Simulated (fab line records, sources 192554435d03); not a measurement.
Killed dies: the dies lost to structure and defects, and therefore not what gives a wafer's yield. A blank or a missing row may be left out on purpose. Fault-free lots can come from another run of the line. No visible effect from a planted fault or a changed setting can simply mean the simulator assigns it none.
Matching of chambers ; flow n5_finfet ; rie_diel-04 running N5_DUMMY_GATE_DESCUM_20: 4 sister chambers
The step chemistry O2, time 6.2 s. 16 wafers are shown with their chamber, then 8 later ones without.

== WAFERS, EACH WITH ITS CHAMBER ==
wafer;chamber;drypump_motor_current_A (A);showerhead_plenum_p_Torr (Torr);throttle_valve_pct (%)
L078.2;1;5.1;2.00;20.71
L078.5;3;6.0;2.03;20.15
L078.6;2;5.8;1.94;20.24
L079.2;3;6.0;2.03;20.14
L079.3;1;5.1;2.00;20.70
L079.6;2;5.8;1.94;20.22
L081.1;3;6.0;2.03;20.15
L081.3;1;5.1;2.00;20.70
L081.4;2;5.8;1.94;20.26
L083.1;3;6.1;2.03;20.14
L083.5;0;5.2;2.07;20.36
L083.6;1;5.1;2.00;20.69
L089.2;0;5.2;2.07;20.39
L089.5;2;5.8;1.93;20.26
L089.6;3;6.0;2.03;20.17
L091.2;3;6.0;2.02;20.18

SIGNATURES (averages over the wafers above)
reading;chamber 0;chamber 1;chamber 2;chamber 3;scatter within a chamber
drypump_motor_current_A;5.200;5.100;5.800;6.017;0.0264
showerhead_plenum_p_Torr;2.0700;2.0000;1.9375;2.0283;0.00363
throttle_valve_pct;20.3750;20.7000;20.2450;20.1550;0.0161
Rule: a wafer's distance from a chamber is the root of the sum, over the readings, of the square of ((its reading less the chamber's mean) divided by the reading's scatter). The wafer belongs to the nearest chamber; if the next one is less than 2 further off, it can't be placed. The scatter: the root of (the sum of the squares of (reading less its chamber's mean) over the shown wafers, divided by (wafers less chambers)).

== WAFERS WITH NO CHAMBER GIVEN ==
wafer;drypump_motor_current_A (A);showerhead_plenum_p_Torr (Torr);throttle_valve_pct (%)
L091.5;5.8;1.93;20.25
L091.6;6.0;2.02;20.18
L095.4;5.8;1.93;20.26
L095.5;5.2;2.07;20.37
L095.6;6.0;2.02;20.19
L096.2;5.2;2.07;20.38
L096.4;5.1;1.99;20.76
L096.6;6.0;2.02;20.18

== WHICH CHAMBER EACH ONE RAN IN ==
wafer;from the rows above;in truth
L091.5;2;2
L091.6;3;3
L095.4;2;2
L095.5;0;0
L095.6;3;3
L096.2;0;0
L096.4;1;1
L096.6;3;3
8 of 8 placed correctly. From these rows, 0 cannot be placed. Wrongly placed: 0.
